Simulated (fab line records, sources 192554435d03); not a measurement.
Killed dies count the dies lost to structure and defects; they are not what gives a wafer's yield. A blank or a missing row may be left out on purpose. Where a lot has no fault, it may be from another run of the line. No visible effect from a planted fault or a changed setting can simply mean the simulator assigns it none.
Chamber matching | flow n5 finfet | N5_BEOL_M5_PRE_CLEAN_77 on cvd co-01: 3 sister chambers
The step time 15 s. 6 wafers are shown with their chamber, then 12 later ones without.

## WAFERS, EACH WITH ITS CHAMBER
wafer  | chamber | heater power w (W)
L092.1 | 1       | 69
L092.2 | 2       | 87
L092.4 | 0       | 73
L094.1 | 1       | 68
L094.2 | 2       | 87
L094.3 | 0       | 72

## WAFERS WITH NO CHAMBER GIVEN
wafer  | heater power w (W)
L094.4 | 88
L094.5 | 72
L094.6 | 67
L095.1 | 71
L095.2 | 68
L095.3 | 87
L095.4 | 68
L095.5 | 72
L095.6 | 88
L097.3 | 88
L097.4 | 73
L097.6 | 67

## EACH ONE'S CHAMBER
wafer  | from the rows above     | in truth
L094.4 | 2                       | 2
L094.5 | 0                       | 0
L094.6 | 1                       | 1
L095.1 | can't be placed: 0 or 1 | 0
L095.2 | 1                       | 1
L095.3 | 2                       | 2
L095.4 | 1                       | 1
L095.5 | 0                       | 0
L095.6 | 2                       | 2
L097.3 | 2                       | 2
L097.4 | 0                       | 0
L097.6 | 1                       | 1
Placed correctly: 11 of 12. Not placeable from these rows: 1 (in 1, the candidates include the true chamber). 0 placed wrongly.
How it was worked out, from the rows above alone: a wafer's distance from a chamber is the root of the sum, over the readings, of the square of ((its reading less the chamber's mean) divided by the reading's scatter). The wafer belongs to the nearest chamber; if the next one is less than 2 further off, it can't be placed. A chamber's mean is the mean of its shown wafers. The scatter: the root of (the sum of the squares of (reading less its chamber's mean) over the shown wafers, divided by (wafers less chambers)).
